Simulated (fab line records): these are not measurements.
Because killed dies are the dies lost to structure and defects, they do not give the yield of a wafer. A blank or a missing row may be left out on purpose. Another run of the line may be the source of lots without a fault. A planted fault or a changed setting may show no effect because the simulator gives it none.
Comparing a struck lot with a sound one + flow n5Finfet + 42 steps out of a route of 1938
Sound: wafers L539.1, L539.5, L539.6. Struck: wafer L525.2; the same lot's L525.4 was not struck, so it is left out; see the end for the cause.
Each step with rows lists, per side, the tool, then ch with its chambers, then its first start. Under that, the readings that differ: sound wafers + struck wafers + difference of the means + sigmas: that difference in standard deviations of wafers without a fault.
alike: readings whose means differ by less than 2 such deviations, and words and numbers that are the same on both sides. not compared: withheld readings, readings that some wafer has no value for, bounds like >300 that may hide the same value, and numbers for which the record gives no deviation and whose values overlap.
Wherever a step has rows on one side only, a row that says differs or no value, or a row with sigmas, the two part there. Numbers that have no deviation but don't overlap get no sigmas and don't part them. A reading that every wafer of one side lacks parts them only if that side has two wafers or more.

first, 12 steps without rows for these wafers: N5_SD_EPI_N_STRIP_36 (strips in N2/H2); N5_SD_EPI_N_ETCHBACK_44 (etches SiNx in CH3F/O2, stops on SiO2, target depth 14.5 nm); N5_SD_EPI_N_ETCH_45 (etches SiOCN in CH3F/O2, target depth 6 nm); N5_SD_EPI_N_ETCH_16 (etches SiO2 in CHF3/O2, target depth 5 nm); N5_SD_EPI_N_STRIP_47 (strips in CHF3/O2); N5_SD_EPI_N_SD_RECESS_17 (chemistry HBr/Cl2/O2, target depth 41 nm, time 23.7 s, bt time 3 s); N5_SD_EPI_N_STRIP_38 (strips in N2/H2); N5_SD_EPI_N_WET_ETCH_43 (etches SiO2 in dHF, time 14 s, target depth 1.5 nm); N5_SD_EPI_N_STRIP_18 (strips in SPM, time 750 s); N5_SD_EPI_N_SRD_20 (time 30 s); N5_SD_EPI_N_PRECLEAN_48 (cleans in NF3:NH3, afs cycles 2, time 20 s, sublimation time 60 s); N5_SD_EPI_N_VAPOR_ETCH_50 (etches Si in HCl, time 54 s).
N5_SD_EPI_N_EPI_21: deposits Si:P, time 690 s.
  sound on epiRpcvd-04 ch 0, day 8 15:36; struck on epiRpcvd-01 ch 0, day 5 05:05
| reading                                  | sound          | struck | difference | sigmas |
|------------------------------------------|----------------|--------|------------|--------|
| model.Si-P_of_SD_EPI_N_EPI_21.thkNm (nm) | 58.4 58.4 58.8 | 64     | +5         |        |
N5_SD_EPI_N_EPI_MEAS_23:
  sound on filmMetro-02 at day 8 17:53; struck on filmMetro-02 at day 5 06:31
| reading    | sound          | struck | difference | sigmas |
|------------|----------------|--------|------------|--------|
| thkNm (nm) | 57.7 57.2 58.6 | 65.4   | +7.6       | +6     |
then, 24 steps without rows for these wafers: N5_SD_EPI_N_PRECLEAN_24 (cleans in O3/DIW, time 60 s); N5_SD_EPI_N_SRD_25 (time 30 s); N5_SD_EPI_N_PRECLEAN_49 (cleans in NF3:NH3, afs cycles 1, time 20 s, sublimation time 60 s); N5_SD_EPI_N_LINER_46 (material SiNx, target thk 3 nm); N5_SD_EPI_P_COAT_34 (time 60 s, resist thk 350 nm); N5_SD_EPI_P_COAT_35 (time 60 s, resist thk 35 nm); N5_SD_EPI_P_COAT_03 (resist thk 150 nm); N5_SD_EPI_P_EBR_05; N5_SD_EPI_P_SOFTBAKE_04 (time 60 s); N5_SD_EPI_P_EXPOSE_06 (exposes mask SD P BLK, target cd 240 nm); N5_SD_EPI_P_PEB_07 (peb time 60 s); N5_SD_EPI_P_DEVELOP_08 (develop time 30 s); N5_SD_EPI_P_DESCUM_14 (chemistry O2, time 7.9 s); N5_SD_EPI_P_ETCH_36 (etches SiARC in CF4, target depth 45.5 nm, time 75.8 s); N5_SD_EPI_P_ETCH_37 (etches SOC in N2/H2, overetch 108 nm, time 486 s); N5_SD_EPI_P_STRIP_38 (strips in N2/H2); N5_SD_EPI_P_ETCHBACK_46 (etches SiNx in CH3F/O2, stops on SiO2, target depth 17.5 nm); N5_SD_EPI_P_ETCH_47 (etches SiOCN in CH3F/O2, target depth 25 nm); N5_SD_EPI_P_ETCH_16 (etches SiO2 in CHF3/O2, target depth 5 nm); N5_SD_EPI_P_STRIP_50 (strips in CHF3/O2); N5_SD_EPI_P_SD_RECESS_17 (chemistry HBr/Cl2/O2, target depth 39.1 nm, bt time 3 s); N5_SD_EPI_P_WET_ETCH_45 (etches SiO2 in dHF, time 10.7 s, target depth 2 nm, rinse time 30 s); N5_SD_EPI_P_STRIP_40 (strips in N2/H2); N5_SD_EPI_P_PRECLEAN_52 (cleans in O3/DIW, time 60 s).
N5_SD_ACTIVATION_RS_MEAS_03: measures by four-point-probe.
  sound on filmMetro-01 at day 9 00:14; struck on filmMetro-02 at day 5 12:35
| reading          | sound             | struck | difference | sigmas |
|------------------|-------------------|--------|------------|--------|
| RS_SD_N (ohm/sq) | 22.16 22.12 22.03 | 20.05  | -2.05      | -7     |
  alike: RS_SD_P
N5_MOL_CONTACT_COAG_ETCH_15: etches SiNx in CH3F/O2, stops on Si:P, target depth 7 nm.
  sound on rieDiel-05 ch 0,3, day 10 06:31; struck on rieDiel-06 ch 1, day 6 18:53
| reading                                  | sound        | struck | difference | sigmas |
|------------------------------------------|--------------|--------|------------|--------|
| model.Si-P_of_SD_EPI_N_EPI_21.thkNm (nm) | 57.6 57.6 58 | 63.2   | +5.5       |        |
  alike: drypumpMotorCurrentA, oesProductAu, rfFwdPowerW, rfVppV, showerheadPlenumPTorr, throttleValvePct
  not compared: rfHoursCounterH
-- a jump in the record: the struck wafers' starts before and after are 4 days apart (it breaks off in module MOL_CONTACT_COAG and resumes in module BEOL_M4, where the first step shown is number 1111 of the route) --
N5_BEOL_M4_RC_MEAS_101:
  sound on prober-02 ch 0, day 13 15:53; struck on prober-02 ch 0, day 10 10:47
| reading          | sound          | struck | difference | sigmas |
|------------------|----------------|--------|------------|--------|
| RS_SD_N (ohm/sq) | 29.0 28.7 28.7 | 26.0   | -2.8       | -7     |
  alike: DIBL_N, DIBL_P, IOFF_N, IOFF_P, ION_N, ION_P, SS_N, SS_P, VT_N, VT_P
-- a jump in the record: the struck wafers' starts before and after are 4 days apart (it breaks off in module BEOL_M4 and resumes in module PASSIVATION, where the first step shown is number 1936 of the route) --
N5_PASSIVATION_PROBE_49:
  sound on prober-01 at day 17 20:59; struck on prober-02 at day 14 09:28
| reading          | sound    | struck | difference | sigmas |
|------------------|----------|--------|------------|--------|
| killedAtFrontEnd | 21 29 22 | 55     | +31        | +3     |
| killedAtOther    | 13 8 3   | 1      | -7         | -2     |
  alike: defectLimitedYield, killed_at_M0_to_M3, killed_at_M4_up, killedAtContacts, killedDies, killedOpen, killedShort, sort_bin_5_function, sort_bin_6_memory, sortNPass, sortYieldPct

== WHERE THEY PART ==
Last at N5_PASSIVATION_PROBE_49 as far as this record goes, first at N5_SD_EPI_N_EPI_MEAS_23.

WHY: whatever the simulator had introduced
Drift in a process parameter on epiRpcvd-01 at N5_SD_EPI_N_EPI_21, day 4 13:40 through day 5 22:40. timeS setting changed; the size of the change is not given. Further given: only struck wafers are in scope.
